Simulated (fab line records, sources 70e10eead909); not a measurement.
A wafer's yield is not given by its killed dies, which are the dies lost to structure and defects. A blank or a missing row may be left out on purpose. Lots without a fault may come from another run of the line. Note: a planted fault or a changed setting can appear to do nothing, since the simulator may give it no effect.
Chamber matching :: flow nand_harc :: NHARC_P_CONTACT_STRIP_28 on rie_diel-03 has 4 sister chambers
The step strips in O2. 20 wafers are shown with their chamber, then 10 later ones without.

WAFERS WITH THEIR CHAMBER
wafer: L074.2
chamber: 3
showerhead_plenum_p_Torr (Torr): 3.77
drypump_motor_current_A (A): 5.3
oes_product_au (a.u.): 1.011

wafer: L074.3
chamber: 0
showerhead_plenum_p_Torr (Torr): 3.48
drypump_motor_current_A (A): 6.3
oes_product_au (a.u.): 0.999

wafer: L074.5
chamber: 1
showerhead_plenum_p_Torr (Torr): 3.54
drypump_motor_current_A (A): 5.9
oes_product_au (a.u.): 1.004

wafer: L075.1
chamber: 3
showerhead_plenum_p_Torr (Torr): 3.77
drypump_motor_current_A (A): 5.3
oes_product_au (a.u.): 0.997

wafer: L075.4
chamber: 0
showerhead_plenum_p_Torr (Torr): 3.48
drypump_motor_current_A (A): 6.3
oes_product_au (a.u.): 0.987

wafer: L075.6
chamber: 0
showerhead_plenum_p_Torr (Torr): 3.48
drypump_motor_current_A (A): 6.3
oes_product_au (a.u.): 0.986

wafer: L083.2
chamber: 0
showerhead_plenum_p_Torr (Torr): 3.48
drypump_motor_current_A (A): 6.3
oes_product_au (a.u.): 0.998

wafer: L083.3
chamber: 2
showerhead_plenum_p_Torr (Torr): 3.52
drypump_motor_current_A (A): 5.0
oes_product_au (a.u.): 0.990

wafer: L083.5
chamber: 2
showerhead_plenum_p_Torr (Torr): 3.52
drypump_motor_current_A (A): 5.0
oes_product_au (a.u.): 0.987

wafer: L084.1
chamber: 1
showerhead_plenum_p_Torr (Torr): 3.54
drypump_motor_current_A (A): 6.0
oes_product_au (a.u.): 1.000

wafer: L084.2
chamber: 0
showerhead_plenum_p_Torr (Torr): 3.48
drypump_motor_current_A (A): 6.3
oes_product_au (a.u.): 1.000

wafer: L084.4
chamber: 2
showerhead_plenum_p_Torr (Torr): 3.52
drypump_motor_current_A (A): 5.0
oes_product_au (a.u.): 0.994

wafer: L086.1
chamber: 1
showerhead_plenum_p_Torr (Torr): 3.54
drypump_motor_current_A (A): 6.0
oes_product_au (a.u.): 1.002

wafer: L086.3
chamber: 2
showerhead_plenum_p_Torr (Torr): 3.52
drypump_motor_current_A (A): 5.0
oes_product_au (a.u.): 0.987

wafer: L086.4
chamber: 2
showerhead_plenum_p_Torr (Torr): 3.52
drypump_motor_current_A (A): 5.0
oes_product_au (a.u.): 0.978

wafer: L088.4
chamber: 1
showerhead_plenum_p_Torr (Torr): 3.54
drypump_motor_current_A (A): 6.0
oes_product_au (a.u.): 0.994

wafer: L088.5
chamber: 1
showerhead_plenum_p_Torr (Torr): 3.54
drypump_motor_current_A (A): 6.0
oes_product_au (a.u.): 1.004

wafer: L088.6
chamber: 0
showerhead_plenum_p_Torr (Torr): 3.48
drypump_motor_current_A (A): 6.3
oes_product_au (a.u.): 0.987

wafer: L089.1
chamber: 2
showerhead_plenum_p_Torr (Torr): 3.51
drypump_motor_current_A (A): 5.0
oes_product_au (a.u.): 0.987

wafer: L089.4
chamber: 0
showerhead_plenum_p_Torr (Torr): 3.48
drypump_motor_current_A (A): 6.3
oes_product_au (a.u.): 0.983

SIGNATURES (means of the wafers above)
reading: showerhead_plenum_p_Torr
chamber 0: 3.4800
chamber 1: 3.5400
chamber 2: 3.5183
chamber 3: 3.7700
scatter within a chamber: 0.00228

reading: drypump_motor_current_A
chamber 0: 6.300
chamber 1: 5.980
chamber 2: 5.000
chamber 3: 5.300
scatter within a chamber: 0.0224

reading: oes_product_au
chamber 0: 0.99143
chamber 1: 1.00080
chamber 2: 0.98717
chamber 3: 1.00400
scatter within a chamber: 0.00622
Rule: for each reading, subtract the chamber's mean from the wafer's reading, divide by that reading's scatter and square the result; add these up over the readings and take the root, which gives the wafer's distance from the chamber. The wafer belongs to the nearest chamber; if the next one is less than 2 further off, it can't be placed. The scatter is the square root of a quotient: the sum, over the shown wafers, of each reading's squared deviation from its chamber's mean, divided by wafers minus chambers.

WAFERS MISSING THEIR CHAMBER
wafer: L089.5
showerhead_plenum_p_Torr (Torr): 3.54
drypump_motor_current_A (A): 6.0
oes_product_au (a.u.): 0.996

wafer: L092.2
showerhead_plenum_p_Torr (Torr): 3.51
drypump_motor_current_A (A): 5.0
oes_product_au (a.u.): 1.016

wafer: L092.5
showerhead_plenum_p_Torr (Torr): 3.51
drypump_motor_current_A (A): 5.0
oes_product_au (a.u.): 1.006

wafer: L092.6
showerhead_plenum_p_Torr (Torr): 3.76
drypump_motor_current_A (A): 5.3
oes_product_au (a.u.): 1.007

wafer: L093.4
showerhead_plenum_p_Torr (Torr): 3.76
drypump_motor_current_A (A): 5.3
oes_product_au (a.u.): 1.004

wafer: L093.5
showerhead_plenum_p_Torr (Torr): 3.48
drypump_motor_current_A (A): 6.3
oes_product_au (a.u.): 1.001

wafer: L093.6
showerhead_plenum_p_Torr (Torr): 3.76
drypump_motor_current_A (A): 5.3
oes_product_au (a.u.): 1.013

wafer: L097.3
showerhead_plenum_p_Torr (Torr): 3.51
drypump_motor_current_A (A): 5.0
oes_product_au (a.u.): 0.988

wafer: L097.5
showerhead_plenum_p_Torr (Torr): 3.48
drypump_motor_current_A (A): 6.2
oes_product_au (a.u.): 1.000

wafer: L097.6
showerhead_plenum_p_Torr (Torr): 3.54
drypump_motor_current_A (A): 6.0
oes_product_au (a.u.): 1.015

THE CHAMBER EACH PASSED THROUGH
wafer: L089.5
from the rows above: 1
in truth: 1

wafer: L092.2
from the rows above: 2
in truth: 2

wafer: L092.5
from the rows above: 2
in truth: 2

wafer: L092.6
from the rows above: 3
in truth: 3

wafer: L093.4
from the rows above: 3
in truth: 3

wafer: L093.5
from the rows above: 0
in truth: 0

wafer: L093.6
from the rows above: 3
in truth: 3

wafer: L097.3
from the rows above: 2
in truth: 2

wafer: L097.5
from the rows above: 0
in truth: 0

wafer: L097.6
from the rows above: 1
in truth: 1
Correct placement for 10 of the 10. From these rows, 0 cannot be placed. Wrongly placed: 0.
